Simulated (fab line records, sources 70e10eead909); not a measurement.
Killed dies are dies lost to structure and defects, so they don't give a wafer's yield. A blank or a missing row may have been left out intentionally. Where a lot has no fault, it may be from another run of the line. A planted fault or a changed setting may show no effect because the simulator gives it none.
What tool caused it?    flow nand harc    36 wafers from 12 lots sampled at 5 of the route's 1159 steps

## WHAT THE GAUGES READ, wafer by wafer
NHARC_END_WLT_00. Usual: VT_DECK1_BOTTOM 0.871, standard deviation 0.0079; VT_DECK1_BOTTOM_INNER 0.872, standard deviation 0.0074; VT_DECK1_MEDIAN_NEAR_BOTTOM 0.873, standard deviation 0.0079; VT_DECK1_MEDIAN_NEAR_BOTTOM_INNER 0.873, standard deviation 0.0086; VT_DECK1_MIDDLE 0.884, standard deviation 0.0074; VT_DECK1_MIDDLE_INNER 0.885, standard deviation 0.0086; VT_DECK1_TOP 0.897, standard deviation 0.0077; VT_DECK1_TOP_INNER 0.895, standard deviation 0.008.
lot   measured      on         VT_DECK1_BOTTOM    VT_DECK1_BOTTOM_INNER  VT_DECK1_MEDIAN_NEAR_BOTTOM  VT_DECK1_MEDIAN_NEAR_BOTTOM_INNER  VT_DECK1_MIDDLE    VT_DECK1_MIDDLE_INNER  VT_DECK1_TOP       VT_DECK1_TOP_INNER  flag
L783  day 20 17:31  prober-02  0.882 0.879 0.878  0.880 0.869 0.882      0.887 0.874 0.875            0.877 0.875 0.884                  0.890 0.894 0.898  0.894 0.879 0.896      0.894 0.909 0.899  0.901 0.904 0.902   
L786  day 21 09:02  prober-02  0.870 0.863 0.859  0.872 0.876 0.861      0.875 0.870 0.865            0.874 0.880 0.860                  0.882 0.882 0.879  0.878 0.877 0.881      0.891 0.887 0.897  0.896 0.886 0.886   
L787  day 22 03:25  prober-02  0.862 0.862 0.869  0.866 0.868 0.867      0.869 0.872 0.870            0.859 0.864 0.864                  0.882 0.878 0.878  0.869 0.875 0.884      0.890 0.891 0.892  0.891 0.887 0.887   
L785  day 21 01:16  prober-02  0.887 0.886 0.882  0.882 0.867 0.879      0.881 0.877 0.881            0.880 0.884 0.885                  0.893 0.891 0.898  0.893 0.898 0.893      0.905 0.905 0.899  0.895 0.899 0.896   
L790  day 25 07:49  prober-02  0.863 0.868 0.871  0.860 0.870 0.862      0.876 0.872 0.870            0.860 0.871 0.869                  0.888 0.883 0.888  0.886 0.873 0.883      0.903 0.891 0.887  0.888 0.884 0.901   
L793  day 24 09:38  prober-02  0.873 0.878 0.869  0.867 0.877 0.864      0.872 0.883 0.871            0.867 0.878 0.868                  0.883 0.890 0.891  0.878 0.886 0.882      0.888 0.899 0.897  0.890 0.900 0.898   
L789  day 24 17:23  prober-02  0.868 0.872 0.876  0.870 0.881 0.870      0.861 0.877 0.867            0.871 0.874 0.870                  0.884 0.886 0.876  0.880 0.884 0.885      0.896 0.894 0.891  0.894 0.895 0.888   
L800  day 26 03:10  prober-02  0.886 0.890 0.871  0.889 0.885 0.882      0.887 0.886 0.887            0.885 0.876 0.887                  0.895 0.895 0.897  0.902 0.899 0.887      0.912 0.903 0.913  0.911 0.908 0.905   
L801  day 26 11:24  prober-02  0.879 0.871 0.873  0.879 0.872 0.874      0.877 0.872 0.872            0.870 0.873 0.884                  0.886 0.879 0.888  0.883 0.884 0.890      0.897 0.901 0.900  0.900 0.902 0.887   
L803  day 26 18:43  prober-02  0.870 0.873 0.872  0.872 0.869 0.877      0.879 0.872 0.885            0.868 0.879 0.876                  0.885 0.888 0.882  0.886 0.890 0.894      0.905 0.903 0.900  0.907 0.902 0.898   
L805  day 27 10:45  prober-02  0.879 0.870 0.875  0.871 0.879 0.881      0.876 0.867 0.877            0.880 0.878 0.889                  0.892 0.885 0.887  0.896 0.906 0.887      0.905 0.914 0.905  0.900 0.906 0.889   
L804  day 27 17:58  prober-02  0.871 0.873 0.870  0.874 0.877 0.874      0.872 0.876 0.871            0.880 0.877 0.858                  0.886 0.881 0.884  0.890 0.891 0.879      0.913 0.896 0.904  0.889 0.892 0.901   

NHARC_END_SORT_01. Usual: killed at array 28, standard deviation 11; killed at other 0.9, standard deviation 1.2; killed at periphery 2.6, standard deviation 2.1; killed dies 31, standard deviation 11; killed open 3.1, standard deviation 1.7; killed short 1.9, standard deviation 1.3.
lot   measured      on         killed at array  killed at other  killed at periphery  killed dies  killed open  killed short  flag
L800  day 26 06:05  prober-02  38 41 101        0 0 0            4 1 2                42 42 103    3 0 4        3 2 1         
L801  day 26 14:43  prober-02  102 34 28        0 0 1            1 5 0                103 39 29    5 6 3        2 1 2         

## TOOL THAT RAN EACH LOT (tool first, then ch and the chambers of the sampled wafers, then the start)
lot   NHARC_A_STAIRCASE_ETCHBACK_157      NHARC_THIN_TSV_CMP_01          NHARC_THIN_TSV_DEP_43
L783  rie diel-11 ch 1,2,3, day 13 01:45  cmp-04 ch 2,3, day 19 20:32    pecvd-04 ch 0,2, day 19 21:12
L786  rie diel-09 ch 2,3, day 14 10:20    cmp-02 ch 1,2,3, day 20 10:58  pecvd-04 ch 1,2, day 20 11:28
L787  rie diel-11 ch 0,1, day 14 12:38    cmp-04 ch 1,2,3, day 21 13:09  pecvd-02 ch 0,2, day 21 13:41
L785  rie diel-09 ch 0,1,2, day 14 12:56  cmp-02 ch 0,2,3, day 20 02:47  pecvd-04 ch 1,2, day 20 03:16
L790  rie diel-09 ch 2,3, day 16 01:47    cmp-04 ch 0,2,3, day 24 17:52  pecvd-04 ch 1,2, day 24 18:22
L793  rie diel-13 ch 0,1,3, day 16 02:10  cmp-04 ch 0,2, day 23 15:20    pecvd-01 ch 0,1, day 23 15:52
L789  rie diel-13 ch 0,1,2, day 16 04:44  cmp-03 ch 1,2,3, day 23 19:41  pecvd-02 ch 0,2, day 23 20:13
L800  rie diel-11 ch 0,2,3, day 18 00:46  cmp-03 ch 0,2,3, day 25 10:35  pecvd-02 ch 0,1,2, day 25 11:08
L801  rie diel-11 ch 0,2,3, day 18 01:05  cmp-03 ch 1,2,3, day 25 13:04  pecvd-02 ch 0,2, day 25 13:35
L803  rie diel-09 ch 0,1,2, day 20 12:44  cmp-04 ch 1,2,3, day 25 19:02  pecvd-04 ch 0,1,2, day 25 19:29
L805  rie diel-09 ch 0,1,3, day 20 14:19  cmp-02 ch 0,1,2, day 25 22:46  pecvd-01 ch 0,1, day 25 23:11
L804  rie diel-09 ch 0,1, day 20 16:53    cmp-04 ch 1,3, day 26 04:40    pecvd-02 ch 0,2, day 26 05:20
- NHARC_A_STAIRCASE_ETCHBACK_157: etches the open film in CH3F/O2, target depth 90 nm, time 167.14 s.
- NHARC_THIN_TSV_CMP_01: polishes.
- NHARC_THIN_TSV_DEP_43: deposits SiO2, target thk 1328.5 nm.

## WHAT THE TOOLS THEMSELVES READ (means of the sampled wafers that have a number; where no wafer has one, the mark that the record gives instead)
NHARC_A_STAIRCASE_ETCHBACK_157. Usual: drypump motor current A 5.4 A, standard deviation 0.35; oes product au 0.983 a.u., standard deviation 0.029; rf vpp V 244.4 V, standard deviation 1.6; showerhead plenum p Torr 2.45 Torr, standard deviation 0.11; throttle valve pct 20.664 %, standard deviation 0.0092.
lot   tool         drypump motor current A (A)  oes product au (a.u.)  rf vpp V (V)  showerhead plenum p Torr (Torr)  throttle valve pct (%)  flag
L783  rie diel-11  5.7                          0.934                  243.8         2.43                             20.667                  
L786  rie diel-09  5.3                          0.993                  245.1         2.48                             20.663                  
L787  rie diel-11  5.6                          0.974                  243.5         2.37                             20.666                  
L785  rie diel-09  5.2                          0.994                  244.3         2.48                             20.660                  
L790  rie diel-09  5.3                          0.925                  244.4         2.46                             20.665                  
L793  rie diel-13  5.7                          0.937                  246.0         2.51                             20.662                  
L789  rie diel-13  5.5                          1.004                  242.5         2.40                             20.662                  
L800  rie diel-11  5.7                          1.005                  243.4         2.36                             20.667                  
L801  rie diel-11  5.7                          1.001                  243.7         2.36                             20.664                  
L803  rie diel-09  5.2                          0.989                  245.0         2.47                             20.661                  
L805  rie diel-09  5.1                          0.997                  244.6         2.47                             20.659                  
L804  rie diel-09  5.0                          1.000                  243.0         2.42                             20.669                  

NHARC_THIN_TSV_CMP_01. Usual: motor current A 11.9 A, standard deviation 1.2; retaining ring pressure frac 1.001, standard deviation 0.0048; slurry flow ml min 149.9, standard deviation 0.52.
lot   tool    motor current A (A)  retaining ring pressure frac  slurry flow ml min  flag
L783  cmp-04  12.2                 1.005                         149.9               
L786  cmp-02  11.3                 0.998                         149.7               
L787  cmp-04  12.4                 1.001                         150.0               
L785  cmp-02  12.1                 0.997                         149.5               
L790  cmp-04  11.6                 0.999                         150.0               
L793  cmp-04  11.4                 1.000                         149.8               
L789  cmp-03  13.2                 1.004                         149.8               
L800  cmp-03  12.8                 1.001                         149.7               
L801  cmp-03  13.1                 1.001                         150.4               
L803  cmp-04  11.9                 1.001                         150.1               
L805  cmp-02  11.4                 0.999                         150.5               
L804  cmp-04  11.5                 1.000                         149.5               

NHARC_THIN_TSV_DEP_43. Usual: throttle valve pct 16.2 %, standard deviation 0.37.
lot   tool      throttle valve pct (%)  flag
L783  pecvd-04  16.3                    
L786  pecvd-04  16.2                    
L787  pecvd-02  16.2                    
L785  pecvd-04  16.2                    
L790  pecvd-04  16.3                    
L793  pecvd-01  15.8                    
L789  pecvd-02  15.8                    
L800  pecvd-02  16.2                    
L801  pecvd-02  16.3                    
L803  pecvd-04  16.3                    
L805  pecvd-01  16.1                    
L804  pecvd-02  16.0                    

## THE ANSWER, worked out from the rows above alone
Rule: a lot is off if the mean of its wafers that have a number lies more than 3 standard deviations from the usual mean. Also off: a lot with no number at a reading for which 4 or more lots have one. The other lots that the step has rows for count as sound. After the gauges, taken in route order, come the tools' own readings; for these a lot's mean is taken, as printed above. The first step at which some lot is off is used, and at that step the reading that is off furthest; a lot without a number counts as furthest.
No lot is off on any of the readings shown, so nothing can be concluded from this.

## WHAT THE SIMULATOR PUT IN
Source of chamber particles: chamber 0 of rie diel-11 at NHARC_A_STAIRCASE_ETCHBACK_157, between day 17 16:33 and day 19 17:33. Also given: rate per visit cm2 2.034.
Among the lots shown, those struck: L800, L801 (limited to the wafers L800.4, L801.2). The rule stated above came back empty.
